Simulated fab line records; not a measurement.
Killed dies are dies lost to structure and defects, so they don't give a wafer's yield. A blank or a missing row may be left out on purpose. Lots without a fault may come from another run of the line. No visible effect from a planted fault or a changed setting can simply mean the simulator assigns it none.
fab line records ; flow nandHarc
record lots=15; wafers=42; lastDay=24
route steps=1159 shown A_SLIT@797 A_WL_FILL@824
lots with no fault: from the same line, run without faults
startH: the number of hours between the record's first day and the start of the first shown wafer of the lot ; waitH: hours since the lot's step before ; " repeats the value in the row above ; L1.1+2: a row that stands for several wafers ; - value missing, or start not given ; * or withheld: withheld ; < > ~ a bound
route shown NAME@n: a module of which the file shows steps, and the number in the route of the first ; usual: mean/standard deviation taken from wafers without a fault ; same: alike in all rows ; chamber/n: place in a boat ; sites: per-site readings ; _std_site: the values' standard deviation ; _edge_site: mean of outer sites minus mean of inner sites ; radiusMm: how far each site lies from the wafer's centre ; mask NAME#n: copy n ; behind: tool/chamber where the wafer was last shaped ; hold: cause of the lot's hold/its duration in hours/its outcome ; device: transistor that didn't switch, given as n, p or np ; end of line: at the end of the route, the tests of the same wafers ; step lacking rows: just its recipe ; killed: not the wafer's yield, but the dies lost to structure and defects at the first sort ; map: the dies of a wafer, with x for killed, . for not killed, _ for no die there
set.NAME: the run value of the setting; set.NAME@STEP: its run value at that earlier step ; model.NAME: the simulator's own value behind a step, which no gauge read
one table for each step of the route and one row for each wafer, over a sample of lots
services: a tool's chamber out of use, with start hour (startH, from the record's first day; less than 0 if before it), hours out, and reason
## steps
# step NHARC_A_SLIT_ETCH_26
# recipe biasV=400; sourceW=2000; pressureMtorr=25; timeS=90; arFlowSccm=375; c4f8FlowSccm=41.7; o2FlowSccm=83.3; targetDepthA=4000; chemistry=C4F8/O2/Ar
# usual drypumpMotorCurrentA=5.7/0.5; showerheadPlenumPTorr=3.76/0.11; throttleValvePct=27.618/0.0084
# same timeS=90
lot.wafer;tool;chamber;startH;waitH;drypumpMotorCurrentA;rfHoursCounterH;showerheadPlenumPTorr;throttleValvePct
L284.2;harEtch-01;1;325.51;1.2;6.3;1;3.83;27.615
L284.1;harEtch-01;0;325.51;1.2;5.8;1;3.61;27.617
L284.6;harEtch-01;0;325.51;1.2;5.8;-;3.61;27.622
L286.2;harEtch-01;0;343.29;1.0;5.7;8;3.61;27.621
L286.3;harEtch-01;0;343.29;1.0;5.7;-;3.61;27.622
L286.5;harEtch-01;0;343.29;1.0;5.7;-;3.61;27.620
L287.2;harEtch-01;0;344.97;1.0;5.7;10;3.60;27.607
L287.4;harEtch-01;1;344.97;1.0;6.3;-;3.83;27.622
L287.5;harEtch-01;1;344.97;1.0;6.3;-;3.83;27.602
L288.2;harEtch-01;0;352.79;1.0;5.8;11;3.60;27.616
L288.6;harEtch-01;1;352.79;1.0;6.3;-;3.83;27.627
L288.5;harEtch-01;0;352.79;1.0;5.8;-;3.60;27.621
L289.3;harEtch-01;0;354.50;0.8;5.7;-;3.60;27.617
L289.4;harEtch-01;1;354.50;0.8;6.4;-;3.83;27.600
L289.5;harEtch-01;1;354.50;0.8;6.4;-;3.83;27.615
L291.2;harEtch-01;0;372.71;1.2;5.7;18;3.60;27.627
L291.4;harEtch-01;1;372.71;1.2;6.3;-;3.82;27.616
L291.6;harEtch-01;0;372.71;1.2;5.7;-;3.60;27.618
L290.1;harEtch-02;0;373.63;1.0;5.2;192;3.87;27.625
L290.4;harEtch-02;1;373.63;1.0;5.0;-;3.87;27.608
L290.5;harEtch-02;1;373.63;1.0;5.0;-;3.87;27.629
L292.1;harEtch-01;0;384.75;1.3;5.7;28;3.60;27.633
L292.4;harEtch-01;1;384.75;1.3;6.3;-;3.82;27.614
L292.6;harEtch-01;0;384.75;1.3;5.7;-;3.60;27.622
L294.2;harEtch-01;1;386.50;1.0;6.3;29;3.82;27.601
L294.4;harEtch-01;0;386.50;1.0;5.8;-;3.59;27.617
L294.5;harEtch-01;1;386.50;1.0;6.3;-;3.82;27.616
L293.3;harEtch-02;0;387.28;0.8;5.2;-;3.86;27.618
L293.5;harEtch-02;0;387.28;0.8;5.2;-;3.86;27.612
L293.6;harEtch-02;1;387.28;0.8;5.0;-;3.86;27.624
L296.2;harEtch-01;0;403.17;1.3;5.7;34;3.59;27.626
L296.4;harEtch-01;0;403.17;1.3;5.8;-;3.59;27.607
L296.5;harEtch-01;1;403.17;1.3;6.3;-;3.81;27.621
L297.2;harEtch-01;0;404.86;1.2;5.7;36;3.59;27.631
L297.1;harEtch-01;1;404.86;1.2;6.3;36;3.81;27.612
L297.3;harEtch-01;1;404.86;1.2;6.3;-;3.81;27.609
L304.5;harEtch-02;1;451.97;0.4;5.0;-;3.85;27.612
L304.6;harEtch-02;0;451.97;0.4;5.2;-;3.85;27.610
L306.1;harEtch-01;0;453.32;1.2;5.8;55;3.58;27.611
L306.5;harEtch-01;1;453.32;1.2;6.3;-;3.80;27.605
L307.1;harEtch-02;0;463.39;1.0;5.2;238;3.84;27.615
L307.5;harEtch-02;0;463.39;1.0;5.2;-;3.84;27.608
# step NHARC_A_WL_FILL_STRIP_29
# recipe timeS=20; o2FlowSccm=500; arFlowSccm=0; biasW=0; chemistry=O2
# usual drypumpMotorCurrentA=5.8/0.58; oesProductAu=0.997/0.009; rfVppV=57.7/0.85; showerheadPlenumPTorr=3.52/0.15; throttleValvePct=17.037/0.0086
# same timeS=20
lot.wafer;tool;chamber;startH;waitH;drypumpMotorCurrentA;oesProductAu;rfHoursCounterH;rfVppV;showerheadPlenumPTorr;throttleValvePct
L284.2;rieDiel-05;1;352.60;0.1;5.7;0.991;0;58.0;3.40;17.039
L284.1;rieDiel-05;3;352.60;0.1;5.3;1.008;0;58.3;3.72;17.033
L284.6;rieDiel-05;1;352.60;0.1;5.7;0.995;-;57.2;3.40;17.031
L286.3;rieDiel-05;3;367.49;0.1;5.3;0.987;1;59.6;3.72;17.039
L286.2;rieDiel-05;1;367.49;0.1;5.7;0.993;1;58.3;3.40;17.059
L286.5;rieDiel-05;3;367.49;0.1;5.3;0.991;-;57.1;3.72;17.029
L287.4;rieDiel-05;3;370.54;0.1;5.3;0.996;1;57.3;3.72;17.037
L287.2;rieDiel-05;2;370.54;0.1;6.0;0.995;1;57.3;3.65;17.038
L287.5;rieDiel-05;3;370.54;0.1;5.3;0.983;-;58.0;3.72;17.035
L288.2;rieDiel-13;2;378.21;0.1;5.5;0.978;2;57.9;3.35;17.047
L288.6;rieDiel-13;3;378.21;0.1;6.7;0.998;-;57.9;3.49;17.021
L288.5;rieDiel-13;0;378.21;0.1;4.9;0.997;-;59.0;3.64;17.045
L289.3;rieDiel-06;2;380.04;0.1;5.2;1.008;10;58.6;3.75;17.054
L289.4;rieDiel-06;3;380.04;0.1;6.5;0.992;9;58.6;3.63;17.040
L289.5;rieDiel-06;1;380.04;0.1;6.2;0.989;-;56.3;3.32;17.031
L291.2;rieDiel-13;0;396.50;0.1;4.9;0.989;3;58.4;3.64;17.030
L291.4;rieDiel-13;2;396.50;0.1;5.5;0.981;3;57.6;3.35;17.043
L291.6;rieDiel-13;0;396.50;0.1;4.9;0.995;-;57.9;3.64;17.025
L290.1;rieDiel-06;2;396.52;0.1;5.2;1.007;10;58.0;3.75;17.052
L290.4;rieDiel-06;3;396.52;0.1;6.5;0.994;10;56.8;3.63;17.038
L290.5;rieDiel-06;3;396.52;0.1;6.5;0.992;-;57.0;3.63;17.046
L294.4;rieDiel-06;2;415.98;0.1;5.2;0.997;12;58.0;3.75;17.035
L294.2;rieDiel-06;3;415.98;0.1;6.5;0.997;12;57.9;3.63;17.032
L294.5;rieDiel-06;2;415.98;0.1;5.2;0.998;-;58.1;3.75;17.040
L292.1;rieDiel-13;3;418.60;0.1;6.6;1.000;4;58.3;3.49;17.045
L292.4;rieDiel-13;0;418.60;0.1;4.9;0.994;4;56.8;3.64;17.041
L292.6;rieDiel-13;1;418.60;0.1;5.9;0.994;-;59.1;3.54;17.040
L293.3;rieDiel-05;1;419.07;0.1;5.7;1.004;3;57.4;3.40;17.044
L293.5;rieDiel-05;1;419.07;0.1;5.7;1.014;-;57.9;3.40;17.029
L293.6;rieDiel-05;2;419.07;0.1;6.0;1.001;-;58.6;3.65;17.045
L296.4;rieDiel-06;2;431.68;0.1;5.2;1.004;0;57.7;3.75;17.051
L296.2;rieDiel-06;3;431.68;0.1;6.5;1.001;0;57.8;3.63;17.010
L296.5;rieDiel-06;0;431.68;0.1;6.5;1.012;-;57.3;3.33;17.045
L297.2;rieDiel-06;2;431.71;0.1;5.2;0.992;0;57.2;3.75;17.028
L297.3;rieDiel-06;0;431.71;0.1;6.5;1.010;0;59.4;3.33;17.037
L297.1;rieDiel-06;1;431.71;0.1;6.2;0.997;0;57.0;3.32;17.035
L304.5;rieDiel-06;3;479.46;0.1;6.5;1.001;-;56.4;3.62;17.048
L304.6;rieDiel-06;0;479.46;0.1;6.5;1.019;-;57.3;3.33;17.061
L306.1;rieDiel-13;3;482.46;0.1;6.6;0.994;0;57.3;3.49;17.039
L306.5;rieDiel-13;0;482.46;0.1;5.0;1.000;-;58.6;3.64;17.049
L307.1;rieDiel-05;2;491.71;0.1;6.0;1.011;5;58.1;3.65;17.032
L307.5;rieDiel-05;3;491.71;0.1;5.3;1.001;-;57.3;3.71;17.030
# step NHARC_A_WL_FILL_ETCHBACK_17
# recipe targetDepthA=40; timeS=26.7; chemistry=Cl2/BCl3
# usual drypumpMotorCurrentA=5.8/0.49; oesProductAu=1.000/0.01; runLengthS=48.1/0.4
lot.wafer;tool;chamber;startH;waitH;drypumpMotorCurrentA;oesProductAu;rfHoursCounterH;runLengthS
L284.1;rieMetal-01;0;352.68;-;5.2;0.987;0.2;48.5
L284.2;rieMetal-01;1;352.68;-;5.7;1.004;0.2;48.2
L284.6;rieMetal-01;1;352.68;-;5.7;1.004;-;48.0
L286.2;rieMetal-03;1;367.59;-;5.4;1.007;2.1;48.7
L286.3;rieMetal-03;1;367.59;-;5.3;0.997;-;48.4
L286.5;rieMetal-03;1;367.59;-;5.4;0.992;-;48.4
L287.2;rieMetal-03;0;370.62;-;6.5;1.017;2.2;48.0
L287.4;rieMetal-03;0;370.62;-;6.5;1.008;-;47.7
L287.5;rieMetal-03;0;370.62;-;6.5;1.014;-;48.0
L288.2;rieMetal-02;1;378.29;-;6.2;1.011;4.5;48.0
L288.5;rieMetal-02;1;378.29;-;6.2;1.005;-;48.3
L288.6;rieMetal-02;0;378.29;-;5.6;0.985;-;47.4
L289.4;rieMetal-03;0;380.16;-;6.5;1.017;-;47.7
L289.3;rieMetal-03;1;380.16;-;5.4;0.999;-;48.4
L289.5;rieMetal-03;1;380.16;-;5.3;0.993;-;48.4
L291.2;rieMetal-03;1;396.59;-;5.4;0.999;2.7;48.8
L291.4;rieMetal-03;1;396.59;-;5.4;1.003;-;48.3
L291.6;rieMetal-03;0;396.59;-;6.5;1.023;-;48.1
L290.1;rieMetal-03;1;396.71;-;5.3;0.998;2.8;48.7
L290.4;rieMetal-03;1;396.71;-;5.3;1.003;-;48.8
L290.5;rieMetal-03;1;396.71;-;5.4;1.001;-;48.6
L294.2;rieMetal-02;0;416.08;-;5.6;0.993;0.7;47.4
L294.4;rieMetal-02;1;416.08;-;6.2;0.992;-;48.1
L294.5;rieMetal-02;0;416.08;-;5.6;0.990;-;47.3
L292.1;rieMetal-01;1;418.70;-;5.7;1.006;3.3;48.0
L292.4;rieMetal-01;0;418.70;-;5.2;0.996;-;48.5
L292.6;rieMetal-01;0;418.70;-;5.2;0.997;-;48.2
L293.3;rieMetal-03;0;419.22;-;6.5;1.009;-;47.8
L293.6;rieMetal-03;1;419.22;-;5.4;1.010;-;48.8
L293.5;rieMetal-03;0;419.22;-;6.5;0.996;-;47.9
L296.2;rieMetal-02;0;431.78;-;5.6;0.985;1.0;47.3
L296.4;rieMetal-02;1;431.78;-;6.2;1.008;-;48.5
L296.5;rieMetal-02;1;431.78;-;6.2;0.989;-;48.0
L297.2;rieMetal-01;1;431.79;-;5.7;1.009;3.6;48.5
L297.1;rieMetal-01;0;431.79;-;5.2;0.992;2.1;48.0
L297.3;rieMetal-01;0;431.79;-;5.2;0.991;-;48.0
L304.5;rieMetal-02;0;479.61;-;5.6;1.002;-;47.7
L304.6;rieMetal-02;1;479.61;-;6.2;0.993;-;30.7
L306.1;rieMetal-02;0;482.56;-;5.6;0.994;2.9;30.6
L306.5;rieMetal-02;0;482.56;-;5.6;0.988;-;47.7
L307.1;rieMetal-02;0;491.81;-;5.6;0.991;3.1;30.7
L307.5;rieMetal-02;0;491.81;-;5.6;0.991;-;47.5
# step NHARC_A_WL_FILL_CMP_12
# recipe tOverpolishS=30; targetThkNm=75
# usual motorCurrentA=12.3/1.5; overpolishRunS=30.000/0.0087; slurryFlowMlMin=149.9/0.48; timeToEndpointS=13.9/2.4
# same tOverpolishS=30
lot.wafer;tool;chamber;startH;waitH;motorCurrentA;overpolishRunS;slurryFlowMlMin;timeToEndpointS
L284.2;cmp-01;2;363.55;3.6;9.6;30.002;150.0;11.3
L284.1;cmp-01;0;363.55;3.6;12.3;29.988;149.5;12.7
L284.6;cmp-01;2;363.55;3.6;10.1;30.014;149.9;13.9
L286.2;cmp-03;2;378.31;4.4;14.1;30.009;150.0;13.1
L286.3;cmp-03;0;378.31;4.4;9.8;29.989;149.6;10.8
L286.5;cmp-03;1;378.31;4.4;12.5;30.000;149.6;16.6
L287.2;cmp-04;3;382.16;4.3;12.7;30.005;149.7;12.9
L287.4;cmp-04;0;382.16;4.3;12.9;29.998;149.6;16.1
L287.5;cmp-04;0;382.16;4.3;13.3;29.992;149.5;14.3
L288.2;cmp-04;3;393.30;3.7;12.0;30.004;150.1;6.5
L288.5;cmp-04;0;393.30;3.7;13.2;30.015;149.6;8.5
L288.6;cmp-04;1;393.30;3.7;12.7;30.004;149.5;9.3
L289.4;cmp-01;1;397.53;2.2;14.6;30.012;149.6;14.3
L289.3;cmp-01;0;397.53;2.2;12.0;29.991;149.6;14.6
L289.5;cmp-01;1;397.53;2.2;14.0;29.996;149.7;15.3
L290.1;cmp-04;0;409.16;4.3;12.7;30.003;150.1;13.7
L290.4;cmp-04;1;409.16;4.3;12.3;29.989;149.6;14.2
L290.5;cmp-04;0;409.16;4.3;12.6;30.009;151.0;15.1
L291.4;cmp-03;0;409.54;2.2;9.8;29.993;149.8;14.0
L291.2;cmp-03;1;409.54;2.2;13.4;29.995;150.0;14.9
L291.6;cmp-03;0;409.54;2.2;9.9;29.994;149.2;13.9
L294.2;cmp-01;3;426.20;3.5;12.6;30.020;150.0;12.7
L294.4;cmp-01;2;426.20;3.5;10.1;30.010;150.2;10.7
L294.5;cmp-01;0;426.20;3.5;12.0;30.007;150.4;8.9
L293.3;cmp-04;3;430.65;2.2;12.1;30.012;150.6;14.3
L293.6;cmp-04;0;430.65;2.2;12.9;29.999;150.0;14.1
L293.5;cmp-04;1;430.65;2.2;11.6;29.999;149.6;17.0
L292.1;cmp-04;3;431.22;4.3;12.0;30.004;149.7;10.9
L292.4;cmp-04;2;431.22;4.3;11.8;29.997;149.8;15.3
L292.6;cmp-04;0;431.22;4.3;13.1;29.998;150.3;11.2
L297.2;cmp-04;0;443.12;3.6;12.4;30.004;149.3;15.3
L297.1;cmp-04;2;443.12;3.6;11.7;29.993;149.5;16.2
L297.3;cmp-04;3;443.12;3.6;12.8;29.999;149.5;14.5
L296.4;cmp-03;0;443.23;3.0;9.1;29.993;150.7;12.1
L296.2;cmp-03;1;443.23;3.0;12.3;30.001;149.3;14.9
L296.5;cmp-03;2;443.23;3.0;14.2;29.999;149.5;11.0
L304.5;cmp-01;3;499.21;1.6;12.2;29.996;150.9;14.0
L304.6;cmp-01;0;499.21;1.6;11.3;30.003;151.1;13.6
L306.1;cmp-01;1;499.49;3.7;14.5;30.010;150.5;18.9
L306.5;cmp-01;3;499.49;3.7;11.9;29.992;149.2;15.1
L307.1;cmp-03;2;506.96;4.3;14.3;30.012;150.5;15.2
L307.5;cmp-03;1;506.96;4.3;14.0;30.005;149.7;17.1
## services
tool;chamber;startH;hours;kind
cmp-04;-;305.07;1.9;repair
harEtch-01;-;306.48;17.0;pm
cmp-04;-;315.43;0.6;repair
rieDiel-05;-;320.48;0.4;repair
rieDiel-06;3;332.31;3.0;repair
rieDiel-05;-;340.60;9.0;pm
cmp-04;-;352.33;2.3;repair
cmp-01;-;354.35;3.8;repair
rieDiel-05;1;361.51;1.6;repair
cmp-01;-;375.50;4.0;pm
rieMetal-02;-;377.56;0.6;repair
rieDiel-06;-;381.05;0.5;repair
rieMetal-02;-;388.00;9.0;pm
cmp-04;-;399.06;4.0;pm
rieDiel-06;1;401.22;1.8;repair
rieDiel-06;-;418.20;9.0;pm
cmp-04;-;431.73;0.6;repair
rieDiel-05;-;434.99;21.5;repair
rieMetal-03;1;452.28;6.8;repair
rieMetal-03;-;453.00;9.0;pm
cmp-04;-;471.75;1.2;repair
harEtch-01;-;472.71;1.2;repair
cmp-04;-;497.06;4.0;pm
cmp-04;-;502.33;0.8;repair
## key
firstSign step=NHARC_A_WL_FILL_ETCHBACK_17; reading=runLengthS; direction=down; sigmas=44; usual=*; struck=*
effect none on later readings
metAt NHARC_A_WL_FILL_ETCHBACK_17
struckLots L304,L306,L307
struckWafers L304.6,L306.1,L307.1
laterRowsLeftOut L304.6,L306.1,L307.1
sortLeftOut L304.6,L306.1,L307.1
testerLeftOut L304,L306,L307
notActingAt NHARC_A_SLIT_ETCH_26,NHARC_A_WL_FILL_STRIP_29,NHARC_A_WL_FILL_CMP_12
onsetBetween 431.78 479.61
fault kind=processParameterDrift; tool=rieMetal-02; chamber=-; onsetH=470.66; steps=NHARC_A_WL_FILL_ETCHBACK_17; channel=timeS; offset=*; shape=step; endH=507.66; scope=struckWafersOnly; actsIn=*; stated=*
# testerLeftOut: of these lots the tester's yield and bins aren't shown, on N5 and GAA mostly nor the transistor test; their killed dies are dies lost to structure and defects alone, not to doping, threshold or leakage, so they don't give the yield
# sortLeftOut: the simulated sort isn't trusted on such a fault, so these wafers' sort isn't shown, and their yield isn't known
# laterRowsLeftOut: the simulator's readings of these wafers behind a module that went badly wrong aren't trusted and aren't shown, but for the sort
